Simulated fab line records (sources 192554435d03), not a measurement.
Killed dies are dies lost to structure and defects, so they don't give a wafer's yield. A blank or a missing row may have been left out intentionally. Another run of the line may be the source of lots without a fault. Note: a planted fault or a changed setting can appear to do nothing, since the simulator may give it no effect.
A lot that was struck, set against a sound lot    flow n5-finfet    18 out of 1938 route steps
Sound: the wafers L491.3, L491.4, L491.5. Wafers struck: L497.1, L497.2, L497.4. The cause comes at the end.
Each step with rows lists, per side, the tool, then ch with its chambers, then its first start. Under that, the readings that differ: sound wafers    struck wafers    difference of the means    sigmas: that difference in standard deviations of wafers without a fault.
alike: same words and numbers on both sides, and readings whose means sit less than 2 such deviations apart. not compared: any withheld reading, any reading some wafer has no value for, any bound like >300 that may hide the same value, and any number with overlapping values for which the record gives no deviation.
A row with sigmas, a row that says differs or no value, or rows on one side alone: a step with any of these is where the two part. Numbers that have no deviation but don't overlap get no sigmas and don't part them. A reading that every wafer of one side lacks parts them only if that side has two wafers or more.

N5_BEOL_M10_RS_MEAS_57: measures by four-point-probe.
  sound: film-metro-01 at day 12 08:00; struck: film-metro-01 at day 14 16:38
  alike: M10_RS
N5_BEOL_M10_INSPECT_58: inspects for defects (darkfield).
  sound: defect-inspect-01 at day 12 08:02; struck: defect-inspect-01 at day 14 16:40
  alike: raw-defect-count
N5_BEOL_M11_ILD_DEP_00: deposits SiCOH lowk from DEMS/porogen, target thk 308.51 nm, time 58 s.
  sound on pecvd-01 ch 0,1, day 12 08:05; struck on pecvd-03 ch 1,2, day 14 16:41
  alike: heater-power-outer-w, heater-power-w, showerhead-plenum-p-Torr, throttle-valve-pct
N5_BEOL_M11_CURE_71: cures SiCOH lowk, time 240 s.
  sound on uv-cure-02 ch 2, day 12 08:20; struck on uv-cure-02 ch 2, day 14 16:46
  alike: lamp-power-pct, wafer_temp_C_max
N5_BEOL_M11_THK_MEAS_01:
  sound: film-metro-02 at day 12 08:41; struck: film-metro-02 at day 14 17:17
  alike: M11_ILD_THK
N5_BEOL_M11_PECVD_70: deposits SiO2 from TEOS/O2, target thk 20 nm, time 22.7 s.
  sound on pecvd-01 ch 0,1, day 12 08:44; struck on pecvd-02 ch 0,1, day 14 17:19
reading                   sound        struck        difference  sigmas
heater-power-outer-w (W)  441 317 314  570 600 574   +224        +3
heater-power-w (W)        779 534 548  930 1006 928  +334        +3
  alike: showerhead-plenum-p-Torr, throttle-valve-pct
N5_BEOL_M11_HM_DEP_02: deposits TiN, target thk 20 nm.
  sound: pvd-sputter-01 at day 12 10:56; struck: pvd-sputter-02 at day 14 18:24
  alike: substrate-temp-c, throttle-valve-pct
then, 5 steps without rows for these wafers: N5_BEOL_M11_COAT_59 (time 60 s, resist thk 100 nm); N5_BEOL_M11_COAT_60 (time 60 s, resist thk 30 nm); N5_BEOL_M11_COAT_05 (resist thk 90 nm); N5_BEOL_M11_EBR_07; N5_BEOL_M11_SOFTBAKE_06 (time 60 s).
N5_BEOL_M11_EXPOSE_08: exposes mask M11.
  sound on arfi-scanner-01 ch 0, day 12 11:19; struck on arfi-scanner-01 ch 0, day 14 18:47
reading                           sound        struck          difference  sigmas
model.BEOL_M11.overlay-x-nm (nm)  0.6 0.6 0.6  17.8 17.8 17.8  +17.2       
  alike: mask
then, 2 steps without rows for these wafers: N5_BEOL_M11_PEB_09 (peb time 60 s); N5_BEOL_M11_DEVELOP_10 (develop time 30 s).
N5_BEOL_M11_CD_MEAS_11 targets a cd of 64.1 nm.
  sound on cd-sem-02 ch 0, day 12 11:26; struck on cd-sem-01 ch 0, day 14 18:55
  alike: cd-nm
N5_BEOL_M11_OVL_MEAS_12:
  sound on overlay-01 ch 0, day 12 11:28; struck on overlay-01 ch 0, day 14 18:56
reading       sound        struck          difference  sigmas
M11_OVL (nm)  0.3 2.2 0.1  18.4 17.2 18.1  +17.0       +21
N5_BEOL_M11_INSPECT_13: inspects for defects (brightfield).
  sound: defect-inspect-02 at day 12 11:29; struck: defect-inspect-02 at day 14 18:58
  alike: raw-defect-count

== WHERE THEY PART ==
At N5_BEOL_M11_PECVD_70 first; at N5_BEOL_M11_OVL_MEAS_12 last (within this record only). Later steps at which nothing parts them and some readings are alike: N5_BEOL_M11_INSPECT_13.

WHY: the cause the simulator had injected
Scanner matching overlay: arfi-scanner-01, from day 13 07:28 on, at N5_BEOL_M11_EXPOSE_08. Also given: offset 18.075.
